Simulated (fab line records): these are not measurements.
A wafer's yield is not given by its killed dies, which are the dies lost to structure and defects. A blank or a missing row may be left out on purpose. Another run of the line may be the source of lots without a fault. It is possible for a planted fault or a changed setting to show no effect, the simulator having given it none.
What tool caused it? ; flow n5Finfet ; 33 wafers from 11 lots sampled at 2 of the route's 1938 steps

== WHAT THE GAUGES SHOWED, per wafer ==
N5_BEOL_M6_CD_MEAS_35: target cd 40 nm, target cd y 28 nm.
lot;measured;on;cdNm (nm)
L332;day 8 18:45;cdSem-02;38.9 38.8 39.2
L333;day 8 18:50;cdSem-01;40.1 39.9 41.0
L338;day 9 17:20;cdSem-03;40.2 40.2 40.3
L337;day 9 19:28;cdSem-01;41.1 41.4 40.8
L339;day 9 22:23;cdSem-01;39.7 39.3 40.4
L340;day 10 04:28;cdSem-01;40.5 40.2 39.9
L351;day 13 03:17;cdSem-02;40.4 41.4 40.4
L350;day 13 10:52;cdSem-02;39.6 39.1 39.9
L352;day 13 17:52;cdSem-03;39.6 39.6 39.5
L354;day 14 23:04;cdSem-02;40.3 41.0 40.4
L355;day 14 23:13;cdSem-01;40.1 40.0 39.9

== WHICH TOOL RAN EACH LOT (tool, then ch and the chambers of the sampled wafers, then the start) ==
lot;N5_BEOL_M6_STRIP_80
L332;rieDiel-02 ch 1,2, day 8 18:45 or earlier
L333;rieDiel-03 ch 1,2,3, day 8 18:50 or earlier
L338;rieDiel-03 ch 1,2, day 9 17:20 or earlier
L337;rieDiel-01 ch 1,3, day 9 19:28 or earlier
L339;rieDiel-03 ch 0,2, day 9 22:23 or earlier
L340;rieDiel-02 ch 0,2, day 10 04:28 or earlier
L351;rieDiel-03 ch 0,1,2, day 13 03:17 or earlier
L350;rieDiel-02 ch 1,2, day 13 10:52 or earlier
L352;rieDiel-03 ch 2,3, day 13 17:52 or earlier
L354;rieDiel-01 ch 0,1,2, day 14 23:04 or earlier
L355;rieDiel-03 ch 1,3, day 14 23:13 or earlier
- N5_BEOL_M6_STRIP_80: strips in N2/H2, time 10 s.

== AS READ BY THE TOOLS THEMSELVES (means over the sampled wafers that have a number; for cases with no such wafer, the mark the record gives instead) ==
N5_BEOL_M6_STRIP_80.
lot;tool;biasPowerW (W);chamberPressureMTorr (mTorr);drypumpMotorCurrentA (A);oesProductAu (a.u.);rfVppV (V);showerheadPlenumPTorr (Torr);throttleValvePct (%)
L332;rieDiel-02;6.989;19.995;5.1;0.78;58.3;2.47;23.71
L333;rieDiel-03;7.023;20.019;6.2;0.71;59.2;2.52;23.70
L338;rieDiel-03;7.027;20.012;6.2;0.71;58.9;2.48;23.50
L337;rieDiel-01;7.027;20.014;6.0;0.86;59.0;2.54;23.52
L339;rieDiel-03;6.993;19.997;6.4;0.79;58.8;2.44;23.36
L340;rieDiel-02;7.004;20.000;5.5;0.82;59.4;2.56;23.48
L351;rieDiel-03;7.009;20.007;6.2;0.75;58.9;2.50;23.41
L350;rieDiel-02;6.974;19.988;5.4;0.90;59.6;2.63;23.66
L352;rieDiel-03;6.991;20.004;6.4;0.75;58.5;2.42;23.62
L354;rieDiel-01;7.027;20.006;5.9;0.79;59.7;2.51;23.40
L355;rieDiel-03;7.008;20.006;6.0;0.93;59.2;2.56;23.49

== THE ANSWER, worked out from the rows above alone ==
Rule: the lots themselves supply what counts as usual. Put in order of their means at a reading, lots are off if they are a third of the lots or fewer, leave a main group of 4 or more, and stand apart from it by a gap of 3 or more times the standard deviation of the main group's means; of several such gaps the widest counts. If all means in a main group match to the digits the tables above print for the reading, that group is not used. A lot without any number at a reading at which 4 lots or more have one is off too. All remaining lots with rows at the step are treated as sound. Order of review: gauges by route order, followed by the tools' own readings, for which a lot's mean as printed above is used. The first step at which some lot is off is used, and at that step the reading that is off furthest; a lot without a number counts as furthest.
Across all readings shown, no lot is off: no conclusion can be drawn from this.

== WHAT THE SIMULATOR HAD PUT IN ==
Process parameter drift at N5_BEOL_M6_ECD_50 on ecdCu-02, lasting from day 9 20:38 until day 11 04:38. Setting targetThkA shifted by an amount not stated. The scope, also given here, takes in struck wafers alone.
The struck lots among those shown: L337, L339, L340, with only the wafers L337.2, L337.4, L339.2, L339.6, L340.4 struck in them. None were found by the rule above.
